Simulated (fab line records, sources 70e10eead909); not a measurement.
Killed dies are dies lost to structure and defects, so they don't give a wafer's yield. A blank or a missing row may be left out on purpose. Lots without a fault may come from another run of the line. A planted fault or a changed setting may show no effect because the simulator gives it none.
Chamber matching | flow nand_harc | NHARC_P_M1_PRE_CLEAN_32 on pecvd-02: 3 sister chambers
The step time 12 s. 27 wafers are shown with their chamber, then 12 later ones without.

WAFERS WITH THEIR CHAMBER
wafer  | chamber | heater_power_w (W) | rf_fwd_power_W (W)
L074.2 | 0       | 570                | 291.8
L074.5 | 0       | 572                | 292.2
L074.6 | 2       | 655                | 293.6
L075.1 | 1       | 706                | 292.1
L075.3 | 0       | 668                | 290.3
L075.5 | 2       | 542                | 292.8
L078.1 | 0       | 547                | 292.3
L078.2 | 1       | 739                | 291.6
L078.3 | 1       | 745                | 291.5
L079.2 | 0       | 632                | 292.1
L079.4 | 1       | 700                | 293.7
L079.6 | 0       | 638                | 292.6
L080.1 | 0       | 596                | 293.7
L080.4 | 1       | 725                | 294.6
L080.6 | 0       | 594                | 293.0
L086.2 | 2       | 643                | 292.2
L086.3 | 0       | 571                | 292.8
L086.5 | 2       | 626                | 291.5
L087.3 | 2       | 599                | 293.7
L087.5 | 0       | 548                | 290.5
L087.6 | 1       | 793                | 292.6
L089.2 | 0       | 503                | 292.2
L089.3 | 2       | 647                | 292.8
L089.5 | 0       | 496                | 293.0
L088.1 | 1       | 755                | 291.5
L088.4 | 2       | 637                | 295.3
L088.5 | 1       | 728                | 291.1

SIGNATURES (means of the wafers above)
reading        | chamber 0 | chamber 1 | chamber 2 | scatter within a chamber
heater_power_w | 577.92    | 736.38    | 621.29    | 43.3
rf_fwd_power_W | 292.208   | 292.338   | 293.129   | 1.12
Rule: a wafer's distance from a chamber is the root of the sum, over the readings, of the square of ((its reading less the chamber's mean) divided by the reading's scatter). The wafer belongs to the nearest chamber; if the next one is less than 2 further off, it can't be placed. The scatter: the root of (the sum of the squares of (reading less its chamber's mean) over the shown wafers, divided by (wafers less chambers)).

WAFERS WITHOUT THEIR CHAMBER
wafer  | heater_power_w (W) | rf_fwd_power_W (W)
L091.2 | 611                | 293.2
L091.4 | 596                | 293.5
L091.5 | 785                | 292.1
L095.2 | 551                | 291.3
L095.3 | 773                | 292.3
L095.6 | 567                | 290.5
L096.2 | 579                | 293.1
L096.3 | 788                | 293.0
L096.5 | 565                | 294.1
L097.3 | 570                | 293.0
L097.5 | 608                | 294.8
L097.6 | 743                | 291.9

WHICH CHAMBER EACH WENT THROUGH
wafer  | from the rows above     | in truth
L091.2 | can't be placed: 2 or 0 | 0
L091.4 | can't be placed: 2 or 0 | 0
L091.5 | 1                       | 1
L095.2 | can't be placed: 0 or 2 | 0
L095.3 | 1                       | 1
L095.6 | can't be placed: 0 or 2 | 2
L096.2 | can't be placed: 0 or 2 | 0
L096.3 | 1                       | 1
L096.5 | can't be placed: 2 or 0 | 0
L097.3 | can't be placed: 0 or 2 | 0
L097.5 | can't be placed: 2 or 0 | 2
L097.6 | 1                       | 1
Placed correctly: 4 of 12. Can't be placed from these rows: 8 (the true chamber is among the candidates in 8). Placed wrongly: 0.
